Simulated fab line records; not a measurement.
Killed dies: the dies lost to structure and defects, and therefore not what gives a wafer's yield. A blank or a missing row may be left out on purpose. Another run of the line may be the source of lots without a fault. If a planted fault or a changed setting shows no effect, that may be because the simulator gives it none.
fab line records ; flow n5Finfet
record: lots: 6; wafers: 18; lastDay: 17
route steps=1938 shown BEOL_M14@1758 PASSIVATION@1936
lots untouched by any fault: they come from a run of this same line in which no faults occurred
startH: the number of hours between the record's first day and the start of the first shown wafer of the lot ; waitH: how many hours have passed since the lot's step before this one ; " the same as in the row above ; L1.1+2: one row covering several wafers at once ; - value missing, or start not given ; * or withheld: withheld ; < > ~ a bound
route shown NAME@n: names a module that has steps shown in the file, with the first one's number in the route ; usual: the fault-free wafers' mean and standard deviation ; same: alike in all rows ; chamber/n: place in a boat ; sites: each site's reading ; _std_site: how widely they spread, as a standard deviation ; _edge_site: mean of outer sites minus mean of inner sites ; radiusMm: how far each site lies from the wafer's centre ; mask NAME#n: copy n ; behind: the most recent tool/chamber to have shaped the wafer ; hold: what put the lot on hold/how long, in hours/how the hold closed ; device: transistor that didn't switch, given as n, p or np ; end of line: the tests these same wafers got at the end of their route ; step lacking rows: just its recipe ; killed: not the wafer's yield, but the dies lost to structure and defects at the first sort ; map: dies across one wafer; x = killed, . = not, _ = none there
set.NAME: the setting the step ran with; set.NAME@STEP: the setting that earlier step ran with ; model.NAME: the simulator's own value behind a step, which no gauge read
lots at some steps of the route; a table a step, a row a wafer
services: from which hour (startH, from the record's first day; less than 0 if before it) a tool's chamber was out of use, for how many hours, and why
== steps ==
step: N5_BEOL_M14_PRECLEAN_39
recipe: chemistry: residueRemover; timeS: 60; tempC: 40
step: N5_BEOL_M14_SRD_40
recipe: timeS: 30; tempC: 23; rinseLiquid: diw; dry: n2Spin; spinRpm: 1500; dryTimeS: 30
step: N5_BEOL_M14_DEGAS_41
recipe: ambient: vacuum; tempC: 300; timeS: 60
usual: heaterPowerW: 480/71
same: timeS: 60
lot.wafer;tool;chamber;startH;waitH;heaterPowerW
L930.2;pvdSputter-03;-;246.87;0.2;593
L930.4;pvdSputter-03;-;246.87;0.2;474
L930.6;pvdSputter-03;-;246.87;0.2;490
L931.2;pvdSputter-02;-;281.05;0.1;533
L931.4;pvdSputter-02;-;281.05;0.1;445
L931.5;pvdSputter-02;-;281.05;0.1;341
L934.2;pvdSputter-03;-;289.55;0.5;604
L934.4;pvdSputter-03;-;289.55;0.5;488
L934.6;pvdSputter-03;-;289.55;0.5;601
L936.4;pvdSputter-01;-;302.59;0.4;521
L936.5;pvdSputter-01;-;302.59;0.4;455
L936.6;pvdSputter-01;-;302.59;0.4;468
L948.2;pvdSputter-01;-;371.30;0.3;443
L948.3;pvdSputter-01;-;371.30;0.3;452
L948.5;pvdSputter-01;-;371.30;0.3;459
L950.2;pvdSputter-02;-;377.37;0.5;335
L950.5;pvdSputter-02;-;377.37;0.5;332
L950.6;pvdSputter-02;-;377.37;0.5;443
step: N5_BEOL_M14_PRE_CLEAN_42
recipe: gas: H2/He; timeS: 30; tempC: 300
step: N5_BEOL_M14_SPUTTER_43
recipe: material: TaN; targetThkA: 150; tempC: 50; biasV: 168.6; powerW: 15000; chamberPressurePa: 0.12; timeS: 24.19
usual: throttleValvePct: 30.6/1.3
same: timeS: 24.19
lot.wafer;tool;chamber;startH;waitH;throttleValvePct
L930.2;pvdSputter-03;-;246.95;0.0;31.0
L930.4;pvdSputter-03;-;246.95;0.0;28.0
L930.6;pvdSputter-03;-;246.95;0.0;31.3
L931.2;pvdSputter-02;-;281.13;0.0;31.0
L931.4;pvdSputter-02;-;281.13;0.0;32.6
L931.5;pvdSputter-02;-;281.13;0.0;31.7
L934.2;pvdSputter-03;-;289.63;0.0;31.0
L934.4;pvdSputter-03;-;289.63;0.0;30.7
L934.6;pvdSputter-03;-;289.63;0.0;30.9
L936.4;pvdSputter-01;-;302.67;0.0;30.3
L936.5;pvdSputter-01;-;302.67;0.0;28.1
L936.6;pvdSputter-01;-;302.67;0.0;30.6
L948.2;pvdSputter-01;-;371.38;0.0;30.7
L948.3;pvdSputter-01;-;371.38;0.0;28.1
L948.5;pvdSputter-01;-;371.38;0.0;28.0
L950.2;pvdSputter-02;-;377.45;0.0;31.6
L950.5;pvdSputter-02;-;377.45;0.0;31.5
L950.6;pvdSputter-02;-;377.45;0.0;32.5
step: N5_BEOL_M14_SPUTTER_44
recipe: material: Ta; targetThkA: 150; tempC: 50; biasV: 80; powerW: 15000; chamberPressurePa: 0.07; timeS: 24.19
usual: throttleValvePct: 30.6/1.4
same: timeS: 24.19
lot.wafer;tool;chamber;startH;waitH;throttleValvePct
L930.2;pvdSputter-03;-;247.03;0.0;30.9
L930.4;pvdSputter-03;-;247.03;0.0;27.9
L930.6;pvdSputter-03;-;247.03;0.0;31.2
L931.2;pvdSputter-02;-;281.21;0.0;31.0
L931.4;pvdSputter-02;-;281.21;0.0;32.5
L931.5;pvdSputter-02;-;281.21;0.0;31.9
L934.2;pvdSputter-03;-;289.71;0.0;31.0
L934.4;pvdSputter-03;-;289.71;0.0;31.3
L934.6;pvdSputter-03;-;289.71;0.0;30.9
L936.4;pvdSputter-01;-;302.75;0.0;30.2
L936.5;pvdSputter-01;-;302.75;0.0;28.0
L936.6;pvdSputter-01;-;302.75;0.0;30.6
L948.2;pvdSputter-01;-;371.46;0.0;30.7
L948.3;pvdSputter-01;-;371.46;0.0;27.8
L948.5;pvdSputter-01;-;371.46;0.0;28.0
L950.2;pvdSputter-02;-;377.53;0.0;31.6
L950.5;pvdSputter-02;-;377.53;0.0;31.8
L950.6;pvdSputter-02;-;377.53;0.0;32.8
step: N5_BEOL_M14_SPUTTER_45
recipe: material: Cu; targetThkA: 1000; tempC: -20; biasV: 60; powerW: 26000; chamberPressurePa: 0.13; timeS: 16.67
step: N5_BEOL_M14_ECD_47
recipe: material: Cu; targetThkA: 12480
step: N5_BEOL_M14_ANNEAL_48
recipe: tempC: 225; timeS: 90; ambient: N2
usual: wafer_temp_C_max: 226.1/0.37
same: timeS: 90
lot.wafer;tool;chamber;startH;waitH;wafer_temp_C_max
L930.2;rtpAnneal-02;0;247.46;0.2;225.7
L930.4;rtpAnneal-02;0;247.46;0.2;225.6
L930.6;rtpAnneal-02;0;247.46;0.2;225.3
L931.2;rtpAnneal-02;0;282.82;1.3;225.9
L931.4;rtpAnneal-02;0;282.82;1.3;226.2
L931.5;rtpAnneal-02;0;282.82;1.3;225.7
L934.2;rtpAnneal-02;0;290.36;0.4;225.6
L934.4;rtpAnneal-02;0;290.36;0.4;226.3
L934.6;rtpAnneal-02;0;290.36;0.4;225.9
L936.4;rtpAnneal-02;0;303.27;0.2;225.8
L936.5;rtpAnneal-02;0;303.27;0.2;225.8
L936.6;rtpAnneal-02;0;303.27;0.2;226.0
L948.2;rtpAnneal-01;0;371.89;0.2;226.5
L948.3;rtpAnneal-01;0;371.89;0.2;226.4
L948.5;rtpAnneal-01;0;371.89;0.2;226.7
L950.2;rtpAnneal-02;0;377.96;0.2;225.7
L950.5;rtpAnneal-02;0;377.96;0.2;225.8
L950.6;rtpAnneal-02;0;377.96;0.2;225.4
step: N5_BEOL_M14_CMP_49
recipe: stopOn: SiO2; tOverpolishS: 5.2; downForcePsi: 2; platenRpm: 80; clearingPlatenDownForcePsi: 2; clearingPlatenRpm: 80; postCmpClean: cuAlkaline; targetThkNm: 560; clearingPlatenPadVelocityMS: 1.5917; padVelocityMS: 1.5917
usual: barrierFieldEndpointS: 11.34/0.29; motorCurrentA: 7.9/0.76; overpolishRunS: 5.199/0.0098; timeToEndpointS: 122/5.3
lot.wafer;tool;chamber;startH;waitH;barrierFieldEndpointS;motorCurrentA;overpolishRunS;timeToEndpointS
L930.2;cmp-03;1;247.72;0.2;11.43;7.4;5.207;120
L930.4;cmp-03;0;247.72;0.2;10.94;7.8;5.204;112
L930.6;cmp-03;1;247.72;0.2;11.32;7.9;5.189;122
L931.2;cmp-01;0;283.09;0.2;11.56;7.9;5.201;121
L931.4;cmp-01;1;283.09;0.2;12.35;9.1;5.199;138
L931.5;cmp-01;1;283.09;0.2;12.43;9.1;5.211;137
L934.2;cmp-03;0;290.61;0.2;11.19;7.9;5.211;121
L934.4;cmp-03;1;290.61;0.2;11.62;7.7;5.190;127
L934.6;cmp-03;1;290.61;0.2;11.65;7.7;5.204;128
L936.4;cmp-03;1;303.55;0.2;11.44;7.9;5.193;127
L936.6;cmp-03;2;303.55;0.2;11.41;7.2;5.192;118
L936.5;cmp-03;3;303.55;0.2;11.54;7.1;5.194;126
L948.3;cmp-01;0;372.22;0.2;11.22;7.7;5.196;120
L948.2;cmp-01;1;372.22;0.2;11.86;8.8;5.202;130
L948.5;cmp-01;3;372.22;0.2;11.37;7.4;5.205;122
L950.2;cmp-03;1;378.29;0.3;11.70;7.9;5.212;132
L950.5;cmp-03;3;378.29;0.3;11.59;7.8;5.200;128
L950.6;cmp-03;0;378.29;0.3;11.32;7.9;5.197;121
step: N5_BEOL_M14_THK_MEAS_50
recipe: thkMeasGauge: xrf; reads: Cu_of_BEOL_M14_ECD_47
usual: M14_THK: 565/18
lot.wafer;tool;chamber;startH;waitH;M14_THK[nm]
L930.2;filmMetro-02;-;248.01;-;584
L930.4;filmMetro-02;-;248.01;-;542
L930.6;filmMetro-02;-;248.01;-;538
L931.2;filmMetro-01;-;283.38;-;550
L931.4;filmMetro-01;-;283.38;-;557
L931.5;filmMetro-01;-;283.38;-;555
L934.2;filmMetro-01;-;290.91;-;600
L934.4;filmMetro-01;-;290.91;-;581
L934.6;filmMetro-01;-;290.91;-;605
L936.4;filmMetro-01;-;303.73;-;560
L936.5;filmMetro-01;-;303.73;-;559
L936.6;filmMetro-01;-;303.73;-;575
L948.2;filmMetro-01;-;372.44;-;545
L948.3;filmMetro-01;-;372.44;-;585
L948.5;filmMetro-01;-;372.44;-;587
L950.2;filmMetro-02;-;378.51;-;550
L950.5;filmMetro-02;-;378.51;-;543
L950.6;filmMetro-02;-;378.51;-;545
step: N5_BEOL_M14_PRE_CLEAN_52
recipe: gas: NH3; timeS: 15; tempC: withheld; rfPowerW: 300
step: N5_BEOL_M14_DEP_53
recipe: material: SiCN; targetThkA: 500; tempC: withheld; precursor: 3MS/NH3; pressureTorr: 3; rfW: 675; timeS: 17.8
usual: chamberPressureTorr: 3.000/0.0069; showerheadPlenumPTorr: 4.165/0.013; throttleValvePct: 18.3/1
lot.wafer;tool;chamber;startH;waitH;chamberPressureTorr;showerheadPlenumPTorr;throttleValvePct;model.SiCN_of_BEOL_M14_DEP_53.thkNm
L930.2;pecvd-03;1;248.07;0.0;2.990;4.170;18.1;49.4
L930.4;pecvd-03;0;248.07;0.0;2.993;4.168;17.7;50
L930.6;pecvd-03;2;248.07;0.0;3.001;4.147;17.1;50.2
L931.2;pecvd-03;1;283.45;0.0;2.982;4.156;18.2;49
L931.4;pecvd-03;1;283.45;0.0;2.997;4.141;18.4;50.4
L931.5;pecvd-03;0;283.45;0.0;2.998;4.163;17.7;50.2
L934.2;pecvd-03;0;290.97;0.0;3.003;4.160;17.9;46
L934.4;pecvd-03;2;290.97;0.0;3.009;4.150;17.3;50.2
L934.6;pecvd-03;1;290.97;0.0;3.005;4.146;18.2;50
L936.4;pecvd-03;0;303.81;0.0;3.006;4.169;17.7;48.2
L936.5;pecvd-03;2;303.81;0.0;3.007;4.157;17.3;50.8
L936.6;pecvd-03;1;303.81;0.0;2.987;4.161;18.4;50.2
L948.2;pecvd-01;2;372.50;0.0;2.997;4.189;17.5;50.4
L948.3;pecvd-01;1;372.50;0.0;2.994;4.150;18.8;49.2
L948.5;pecvd-01;1;372.50;0.0;3.000;4.158;18.6;50.4
L950.2;pecvd-01;1;378.57;0.0;3.018;4.162;18.3;49.6
L950.5;pecvd-01;0;378.57;0.0;3.001;4.172;19.6;49.2
L950.6;pecvd-01;1;378.57;0.0;2.997;4.164;18.5;50
step: N5_BEOL_M14_RS_MEAS_54
recipe: thkMeasGauge: four-point-probe; reads: Cu_of_BEOL_M14_ECD_47+Ta_of_BEOL_M14_SPUTTER_44+TaN_of_BEOL_M14_SPUTTER_43
usual: M14_RS: 0.0330/0.001
lot.wafer;tool;chamber;startH;waitH;M14_RS[ohm/sq]
L930.2;filmMetro-02;-;248.14;0.1;0.0320
L930.4;filmMetro-02;-;248.14;0.1;0.0346
L930.6;filmMetro-02;-;248.14;0.1;0.0346
L931.2;filmMetro-01;-;283.51;0.1;0.0338
L931.4;filmMetro-01;-;283.51;0.1;0.0334
L931.5;filmMetro-01;-;283.51;0.1;0.0338
L934.2;filmMetro-01;-;291.04;0.1;0.0311
L934.4;filmMetro-01;-;291.04;0.1;0.0322
L934.6;filmMetro-01;-;291.04;0.1;0.0307
L936.4;filmMetro-01;-;303.86;0.0;0.0332
L936.5;filmMetro-01;-;303.86;0.0;0.0333
L936.6;filmMetro-01;-;303.86;0.0;0.0326
L948.2;filmMetro-02;-;372.57;0.1;0.0342
L948.3;filmMetro-02;-;372.57;0.1;0.0316
L948.5;filmMetro-02;-;372.57;0.1;0.0316
L950.2;filmMetro-02;-;378.64;0.1;0.0342
L950.5;filmMetro-02;-;378.64;0.1;0.0345
L950.6;filmMetro-02;-;378.64;0.1;0.0345
step: N5_PASSIVATION_PROBE_49
usual: defectLimitedYield: 91.4/1.5; killed_at_M0_to_M3: 36/11; killed_at_M4_up: 14/6; killedAtContacts: 11/6; killedAtFrontEnd: 37/11; killedAtOther: 4/3.4; killedDies: 102/18; killedOnRim: 13/3.5; killedOpen: 66/13; killedShort: 34/7.8; sort_bin_5_function: 5.0/0.97; sort_bin_6_memory: 3.2/0.7; sort_bin_8_speed: 0.0/0.38; sortNPass: 1078/19; sortYieldPct: 91.3/1.6
same: grossDies: 1180; killedAtBackSide: 0; sort_bin_4_leakage[%]: 0
lot.wafer;tool;chamber;startH;waitH;defectLimitedYield[%];killed_at_M0_to_M3;killed_at_M4_up;killedAtContacts;killedAtFrontEnd;killedAtOther;killedDies;killedOnRim;killedOpen;killedShort;sort_bin_5_function[%];sort_bin_6_memory[%];sort_bin_8_speed[%];sortNPass;sortYieldPct[%]
L930.2;prober-01;-;271.77;0.1;91.3;27;14;10;41;11;103;20;65;37;5.3;3.1;0;1077;91.3
L930.4;prober-01;-;271.87;0.2;90.8;39;19;16;31;3;108;12;73;31;6.0;3.1;0;1072;90.8
L930.6;prober-01;-;271.97;0.3;92.3;42;16;4;23;6;91;9;55;33;4.8;2.5;0;1089;92.3
L936.4;prober-01;-;323.87;0.2;92.0;44;7;5;33;5;94;11;56;38;4.6;3.1;0;1086;92.0
L936.5;prober-01;-;323.92;0.2;90.3;54;8;5;47;1;115;13;77;34;6.0;3.5;0;1065;90.3
L936.6;prober-01;-;323.97;0.3;92.3;38;8;7;37;1;91;15;65;25;5.3;2.3;0;1089;92.3
killed by level:class
L930.2 FIN_SAQP:geometricParticle:short=10 BEOL_M3:geometricParticle:open=8 DUMMY_GATE:geometricParticle:open=8 BEOL_M4:geometricParticle:open=8 MOL_CONTACT_COAG:geometricParticle:open=7 FIN_SAQP:geometricParticle:open=6 BEOL_M0_SAQP:geometricParticle:short=6 STARTING-WAFER:geometricParticle:short=5
L930.4 MOL_CONTACT_COAG:geometricParticle:open=12 BEOL_M3:geometricParticle:open=12 FIN_SAQP:geometricParticle:open=7 BEOL_M1:geometricParticle:open=7 GATE_CUT:geometricParticle:open=6 GATE_CUT:geometricParticle:short=6 BEOL_M3:geometricParticle:short=5 BEOL_M4:geometricParticle:open=5
L930.6 BEOL_M0_SAQP:geometricParticle:open=11 BEOL_M0_SAQP:geometricParticle:short=9 BEOL_M2:geometricParticle:open=7 FIN_SAQP:geometricParticle:open=6 FIN_SAQP:geometricParticle:short=5 BEOL_M1:geometricParticle:open=5 BEOL_M3:geometricParticle:open=5 BEOL_M4:geometricParticle:open=5
L936.4 FIN_SAQP:geometricParticle:open=11 BEOL_M0_SAQP:geometricParticle:short=10 BEOL_M2:geometricParticle:open=9 FIN_SAQP:geometricParticle:short=8 BEOL_M3:geometricParticle:open=6 GATE_CUT:geometricParticle:short=4 MOL_CONTACT_COAG:geometricParticle:open=4 BEOL_M0_SAQP:geometricParticle:open=4
L936.5 BEOL_M2:geometricParticle:open=18 BEOL_M3:geometricParticle:open=14 FIN_SAQP:geometricParticle:short=10 DUMMY_GATE:geometricParticle:open=10 FIN_SAQP:geometricParticle:open=9 BEOL_M1:geometricParticle:open=7 STI_FIN_REVEAL:geometricParticle:open=5 MOL_CONTACT_COAG:geometricParticle:open=4
L936.6 BEOL_M0_SAQP:geometricParticle:open=11 FIN_SAQP:geometricParticle:short=9 FIN_SAQP:geometricParticle:open=7 MOL_CONTACT_COAG:geometricParticle:open=7 BEOL_M2:geometricParticle:open=6 BEOL_M4:geometricParticle:open=6 GATE_CUT:geometricParticle:short=5 BEOL_M1:geometricParticle:open=5
== services ==
tool;chamber;startH;hours;kind
cmp-03;-;226.61;5.5;pm
pecvd-01;2;261.82;2.1;scheduledDown
cmp-03;-;267.36;0.8;repair
pecvd-03;1;275.80;7.2;repair
pecvd-01;0;294.15;5.0;scheduledDown
pecvd-01;2;298.12;1.9;repair
pecvd-01;-;301.37;14.6;pm
cmp-01;-;303.99;0.9;repair
pecvd-03;0;304.17;5.5;scheduledDown
cmp-01;-;305.30;2.1;repair
pecvd-03;-;308.30;0.8;pm
pecvd-03;0;315.83;2.1;scheduledDown
pvdSputter-02;-;321.23;1.2;repair
pvdSputter-01;-;330.79;2.4;repair
pecvd-01;1;348.44;6.4;repair
pecvd-03;-;364.88;2.7;repair
pvdSputter-01;-;366.78;2.9;repair
pecvd-01;-;367.18;0.7;repair
pvdSputter-03;-;373.64;2.2;repair
== key ==
firstSign none at tools or gauges
modelEffect: step: N5_BEOL_M14_DEP_53; value: SiCN_of_BEOL_M14_DEP_53.thkNm; without: 49.7; struck: 47.1
metAt N5_BEOL_M14_DEP_53
struckWafers L934.2,L936.4
onsetBetween 283.45 290.97
fault: kind: processParameterDrift; tool: pecvd-03; chamber: 0; onsetH: 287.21; steps: N5_BEOL_M14_DEP_53; channel: timeS; offset: *; shape: step; endH: 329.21; actsIn: *; stated: *
